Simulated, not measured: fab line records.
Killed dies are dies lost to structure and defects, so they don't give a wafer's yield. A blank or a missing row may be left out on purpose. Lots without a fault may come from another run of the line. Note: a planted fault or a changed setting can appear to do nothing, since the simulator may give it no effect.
A struck lot beside a sound one    flow n5-finfet    14 out of 1938 route steps
Sound: wafers L595.2, L595.3, L595.6. Struck: wafers L583.1, L583.4, L583.5. The cause is given at the end.
At each step with rows: each side's tool, then ch and its chambers, then its first start. Under that, the readings that differ: sound wafers    struck wafers    difference of the means    sigmas: that difference in standard deviations of wafers without a fault.
alike: a reading whose means differ by less than 2 such deviations, as well as words and numbers matching on both sides. not compared: withheld readings; readings where some wafer has no value; bounds like >300 that might hide an equal value; numbers whose values overlap and for which the record gives no deviation.
A row with sigmas, a row that says differs or no value, or rows on one side alone: a step with any of these is where the two part. Numbers that have no deviation but don't overlap get no sigmas and don't part them. A reading missing from all wafers of one side parts the sides only when that side holds two or more wafers.

N5_BEOL_M7_RS_MEAS_57: a four-point-probe measurement.
  sound: film-metro-01 at day 13 05:10; struck: film-metro-01 at day 10 17:53
  alike: M7_RS
N5_BEOL_M7_INSPECT_58: inspects for defects (darkfield).
  sound: defect-inspect-01 at day 13 05:11; struck: defect-inspect-02 at day 10 17:54
  alike: raw-defect-count
N5_BEOL_M8_ILD_DEP_00: deposits SiCOH lowk from DEMS/porogen, target thk 179.75 nm, time 33.4 s.
  sound on pecvd-01 ch 1,2, day 13 05:14; struck on pecvd-01 ch 1,2, day 10 17:56
  alike: heater-power-w, showerhead-plenum-p-Torr, throttle-valve-pct
N5_BEOL_M8_CURE_74: cures SiCOH lowk, time 240 s.
  sound on uv-cure-03 ch 2, day 13 05:22; struck on uv-cure-02 ch 0, day 10 18:18
  alike: lamp-power-pct, wafer_temp_C_max
N5_BEOL_M8_THK_MEAS_01:
  sound: film-metro-02 at day 13 05:48; struck: film-metro-02 at day 10 18:49
  alike: M8_ILD_THK
N5_BEOL_M8_PECVD_70: deposits SiO2 from TEOS/O2, target thk 20 nm, time 22.7 s.
  sound on pecvd-03 ch 0,1, day 13 05:50; struck on pecvd-03 ch 0,1,2, day 10 18:51
  alike: heater-power-w, showerhead-plenum-p-Torr, throttle-valve-pct
N5_BEOL_M8_HM_DEP_02: deposits TiN, target thk 20 nm.
  sound: pvd-sputter-02 at day 13 07:57; struck: pvd-sputter-03 at day 10 19:36
  alike: substrate-temp-c, throttle-valve-pct
then, 5 steps without rows for these wafers: N5_BEOL_M8_COAT_59 (time 60 s, resist thk 100 nm); N5_BEOL_M8_COAT_60 (time 60 s, resist thk 35 nm); N5_BEOL_M8_COAT_05 (resist thk 90 nm); N5_BEOL_M8_EBR_07; N5_BEOL_M8_SOFTBAKE_06 (time 60 s).
N5_BEOL_M8_EXPOSE_08: exposes mask M8.
  struck on arfi-scanner-02, day 10 19:50; sound on arfi-scanner-01 ch 0, day 13 08:23
  no value came back on the struck wafers for dipole-opening-deg (degrees), exposure-dose-mJ-cm2; on the sound wafers dipole-opening-deg (degrees) reads 35 35 35
  alike: mask
then, 1 step without rows for these wafers: N5_BEOL_M8_PEB_09 (peb time 60 s).

== WHERE THEY PART ==
Only at N5_BEOL_M8_EXPOSE_08, as far as this record shows.

WHY: what the simulator had put in
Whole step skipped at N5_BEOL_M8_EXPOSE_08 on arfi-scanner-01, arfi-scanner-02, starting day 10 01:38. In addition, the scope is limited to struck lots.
